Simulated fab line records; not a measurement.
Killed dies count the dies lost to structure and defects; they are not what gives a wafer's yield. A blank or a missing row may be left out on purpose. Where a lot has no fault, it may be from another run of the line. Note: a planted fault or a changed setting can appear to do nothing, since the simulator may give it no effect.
Which tool is to blame? :: flow n5Finfet :: 10 lots, 30 wafers sampled, at 5 steps of a route of 1938

== WHAT EACH GAUGE READ, for each wafer ==
N5_BEOL_M9_INSPECT_13: inspects for defects (brightfield).
lot: L178
measured: day 11 00:13
on: defectInspect-02
rawDefectCount: 348 324 389

lot: L182
measured: day 11 02:14
on: defectInspect-02
rawDefectCount: 620 541 420

lot: L184
measured: day 11 20:41
on: defectInspect-02
rawDefectCount: 480 349 565

lot: L183
measured: day 11 20:54
on: defectInspect-02
rawDefectCount: 448 406 399

lot: L185
measured: day 12 06:25
on: defectInspect-02
rawDefectCount: 376 376 361

lot: L192
measured: day 13 18:44
on: defectInspect-01
rawDefectCount: 798 809 788

lot: L190
measured: day 13 19:12
on: defectInspect-01
rawDefectCount: 704 818 771

lot: L195
measured: day 14 14:37
on: defectInspect-02
rawDefectCount: 345 275 388

lot: L197
measured: day 15 09:05
on: defectInspect-02
rawDefectCount: 389 387 359

lot: L196
measured: day 15 09:16
on: defectInspect-02
rawDefectCount: 376 249 298

== WHAT TOOL EACH LOT RAN ON (gives the tool, then ch and the chambers of the sampled wafers, and finally the start) ==
lot: L178
N5_BEOL_M8_ALD_77: aldMetal-04 ch 0,1,3, day 10 19:47
N5_BEOL_M8_SPUTTER_48: pvdSputter-03, day 10 21:47
N5_BEOL_M8_DEP_56: pecvd-03 ch 1,2, day 10 22:40
N5_BEOL_M9_PECVD_70: pecvd-04 ch 1,2, day 10 23:26

lot: L182
N5_BEOL_M8_ALD_77: aldMetal-01 ch 2,3, day 10 22:55
N5_BEOL_M8_SPUTTER_48: pvdSputter-01, day 10 23:22
N5_BEOL_M8_DEP_56: pecvd-04 ch 0,1,2, day 11 00:23
N5_BEOL_M9_PECVD_70: pecvd-04 ch 0,1, day 11 01:22

lot: L184
N5_BEOL_M8_ALD_77: aldMetal-03 ch 0,1,2, day 11 14:46
N5_BEOL_M8_SPUTTER_48: pvdSputter-02, day 11 17:35
N5_BEOL_M8_DEP_56: pecvd-03 ch 0,1,2, day 11 18:32
N5_BEOL_M9_PECVD_70: pecvd-03 ch 0,1,2, day 11 19:18

lot: L183
N5_BEOL_M8_ALD_77: aldMetal-04 ch 0,1,2, day 11 14:58
N5_BEOL_M8_SPUTTER_48: pvdSputter-02, day 11 17:46
N5_BEOL_M8_DEP_56: pecvd-01 ch 0,1, day 11 18:40
N5_BEOL_M9_PECVD_70: pecvd-04 ch 1,2, day 11 19:27

lot: L185
N5_BEOL_M8_ALD_77: aldMetal-03 ch 0,1,3, day 12 03:08
N5_BEOL_M8_SPUTTER_48: pvdSputter-01, day 12 03:45
N5_BEOL_M8_DEP_56: pecvd-04 ch 0,1,2, day 12 04:38
N5_BEOL_M9_PECVD_70: pecvd-03 ch 0,1,2, day 12 05:23

lot: L192
N5_BEOL_M8_ALD_77: aldMetal-04 ch 0,2,3, day 13 14:14
N5_BEOL_M8_SPUTTER_48: pvdSputter-03, day 13 14:46
N5_BEOL_M8_DEP_56: pecvd-04 ch 0,1, day 13 15:39
N5_BEOL_M9_PECVD_70: pecvd-04 ch 0,2, day 13 16:25

lot: L190
N5_BEOL_M8_ALD_77: aldMetal-01 ch 0,2,3, day 13 14:15
N5_BEOL_M8_SPUTTER_48: pvdSputter-03, day 13 14:50
N5_BEOL_M8_DEP_56: pecvd-01 ch 0,1,2, day 13 16:06
N5_BEOL_M9_PECVD_70: pecvd-04 ch 0,1,2, day 13 17:26

lot: L195
N5_BEOL_M8_ALD_77: aldMetal-03 ch 0,1,3, day 14 09:59
N5_BEOL_M8_SPUTTER_48: pvdSputter-02, day 14 10:52
N5_BEOL_M8_DEP_56: pecvd-04 ch 0,1,2, day 14 11:44
N5_BEOL_M9_PECVD_70: pecvd-02 ch 1,2, day 14 12:30

lot: L197
N5_BEOL_M8_ALD_77: aldMetal-04 ch 0,1, day 15 04:58
N5_BEOL_M8_SPUTTER_48: pvdSputter-02, day 15 05:31
N5_BEOL_M8_DEP_56: pecvd-01 ch 0,1,2, day 15 06:27
N5_BEOL_M9_PECVD_70: pecvd-03 ch 0,1,2, day 15 07:13

lot: L196
N5_BEOL_M8_ALD_77: aldMetal-04 ch 2,3, day 15 05:31
N5_BEOL_M8_SPUTTER_48: pvdSputter-02, day 15 06:10
N5_BEOL_M8_DEP_56: pecvd-03 ch 0,2, day 15 07:04
N5_BEOL_M9_PECVD_70: pecvd-03 ch 0,1,2, day 15 07:49
- N5_BEOL_M8_ALD_77: deposits TaN, target thk 2 nm, pulse time 2 s, purge time 3 s.
- N5_BEOL_M8_SPUTTER_48: material Cu, target thk 10 nm, time 1.667 s.
- N5_BEOL_M8_DEP_56: deposits SiCN from 3MS/NH3, target thk 10 nm, time 17.5 s.
- N5_BEOL_M9_PECVD_70: deposits SiO2 from TEOS/O2, target thk 20 nm, time 22.7 s.

== THE ANSWER, worked out from the rows above alone ==
Rule: what is usual is taken from the lots themselves. The widest of any qualifying gaps counts: lots, ordered by their means at a reading, are off when they make up no more than a third of the lots, leave a main group of 4 or more, and stand apart from it by 3 or more times the standard deviation of that group's means. A main group whose means are all the same, to the digits that the tables above print for the reading, isn't used. A lot without any number at a reading at which 4 lots or more have one is off too. The other lots that the step has rows for count as sound.
Off, at N5_BEOL_M9_INSPECT_13 on rawDefectCount: L192, L190. The main group: mean 394, standard deviation 68.
A tool fits if, at a process step before that reading, it ran every lot that is off, and no sound lot after the first of them. The gauges at N5_BEOL_M9_INSPECT_13 are tried like those tools. Can't be told from this: 3 tools fit, pvdSputter-03 at N5_BEOL_M8_SPUTTER_48, pecvd-04 at N5_BEOL_M9_PECVD_70, defectInspect-01 at N5_BEOL_M9_INSPECT_13.

== WHAT WAS PUT IN BY THE SIMULATOR ==
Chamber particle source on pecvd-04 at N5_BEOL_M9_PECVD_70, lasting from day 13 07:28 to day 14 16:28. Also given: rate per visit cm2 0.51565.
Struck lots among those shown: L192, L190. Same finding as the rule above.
